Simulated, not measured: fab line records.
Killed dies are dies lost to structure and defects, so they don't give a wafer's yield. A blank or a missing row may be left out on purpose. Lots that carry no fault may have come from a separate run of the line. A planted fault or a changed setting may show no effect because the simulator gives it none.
2 desks looking at one fault + flow n5_finfet + every desk sees just its own numbers, and what lay behind them comes last

## DESK OF THE TOOL OWNER: rie_diel-04
The tool's own readings at N5_BEOL_M14_TRENCH_ETCH_34 (etches SiO2 in C4F8/O2/Ar, target depth 556.65 nm, time 126.9 s): means of the sampled wafers that have a number, for each lot that ran on this tool. Marked OUT: a lot whose mean sits more than 4 standard deviations from the usual mean, which makes it out of limits; the brackets give that distance.
Columns: A = drypump_motor_current_A at N5_BEOL_M14_TRENCH_ETCH_34, usual 5.8 A; B = oes_product_au at N5_BEOL_M14_TRENCH_ETCH_34, usual 0.81 a.u.; C = rf_vpp_V at N5_BEOL_M14_TRENCH_ETCH_34, usual 2227 V; D = showerhead_plenum_p_Torr at N5_BEOL_M14_TRENCH_ETCH_34, usual 3.43 Torr; E = throttle_valve_pct at N5_BEOL_M14_TRENCH_ETCH_34, usual 30.79 %
| lot  | first seen here | A   | B    | C    | D    | E     |
|------|-----------------|-----|------|------|------|-------|
| L759 | day 14 10:32    | 5.6 | 0.86 | 2203 | 3.48 | 30.91 |
| L767 | day 16 01:35    | 5.6 | 0.89 | 2219 | 3.46 | 30.70 |
| L768 | day 16 18:40    | 5.5 | 0.89 | 2218 | 3.46 | 30.71 |
| L777 | day 19 21:01    | 5.6 | 0.87 | 2219 | 3.45 | 30.75 |
| L778 | day 20 01:24    | 5.6 | 0.83 | 2217 | 3.45 | 30.73 |
This desk's verdict: no lot among the 5 shows anything out of limits.

## THE METROLOGY DESK
What the gauges read, lot by lot, whatever tool the lot ran on: means of the sampled wafers that have a number. Marked OUT: a lot whose mean sits more than 4 standard deviations from the usual mean, which makes it out of limits; the brackets give that distance. Of its 27 readings 7 are shown: the one that was out of limits first, and those that lie furthest out on some lot.
Columns: A = trench_depth_nm at N5_BEOL_M14_OCD_MEAS_35, usual 558 nm; B = M14_THK at N5_BEOL_M14_THK_MEAS_50, usual 572 nm; C = M14_RS at N5_BEOL_M14_RS_MEAS_54, usual 0.0332 ohm/sq; D = SERP_M12 at N5_BEOL_M15_RC_MEAS_101, usual 0.640 ohm/um; E = SERP_M14 at N5_BEOL_M15_RC_MEAS_101, usual 0.1595 ohm/um; F = SERP_M14_max_site at N5_BEOL_M15_RC_MEAS_101, usual 0.1613 ohm/um; G = SERP_M9 at N5_BEOL_M15_RC_MEAS_101, usual 3.06 ohm/um
| lot  | first seen here | A             | B             | C                 | D     | E                 | F                 | G    |
|------|-----------------|---------------|---------------|-------------------|-------|-------------------|-------------------|------|
| L759 | day 14 10:41    | 568           | 564           | 0.0326            | 0.632 | 0.1593            | 0.1609            | 3.12 |
| L767 | day 16 01:45    | 716 (+18) OUT | 723 (+13) OUT | 0.0282 (-9.4) OUT | 0.637 | 0.1338 (-8.9) OUT | 0.1352 (-9.0) OUT | 3.17 |
| L768 | day 16 18:50    | 728 (+19) OUT | 758 (+16) OUT | 0.0277 (-10) OUT  | 0.667 | 0.1311 (-9.8) OUT | 0.1330 (-9.8) OUT | 3.08 |
| L774 | day 17 22:26    | 546           | 566           | 0.0340            | 0.640 | 0.1619            | 0.1632            | 2.92 |
| L777 | day 19 21:10    | 560           | 569           | 0.0330            | 0.645 | 0.1589            | 0.1611            | 3.05 |
| L778 | day 20 01:33    | 558           | 583           | 0.0332            | 0.642 | 0.1595            | 0.1612            | 3.10 |
This desk's verdict: out of limits on L767, L768, starting with L767 at day 16 01:45 (trench_depth_nm at N5_BEOL_M14_OCD_MEAS_35). L759, L774, L777, L778: within limits.

## ALL TOGETHER
On L767, L768, the metrology desk was in a position to raise an alarm at day 16 01:45.
The desk of the tool owner found nothing out of limits.
On record at the tool owner's desk: L767, L768, within its limits.
The lots listed all ran N5_BEOL_M14_TRENCH_ETCH_34 on rie_diel-04.

## WHAT HAD BEEN PUT IN BY THE SIMULATOR
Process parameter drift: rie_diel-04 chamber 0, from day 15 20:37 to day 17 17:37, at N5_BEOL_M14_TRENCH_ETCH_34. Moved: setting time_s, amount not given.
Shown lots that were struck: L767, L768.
Per desk, hours elapsed from the start of the fault to the first reading out of limits: for the metrology desk, 5.
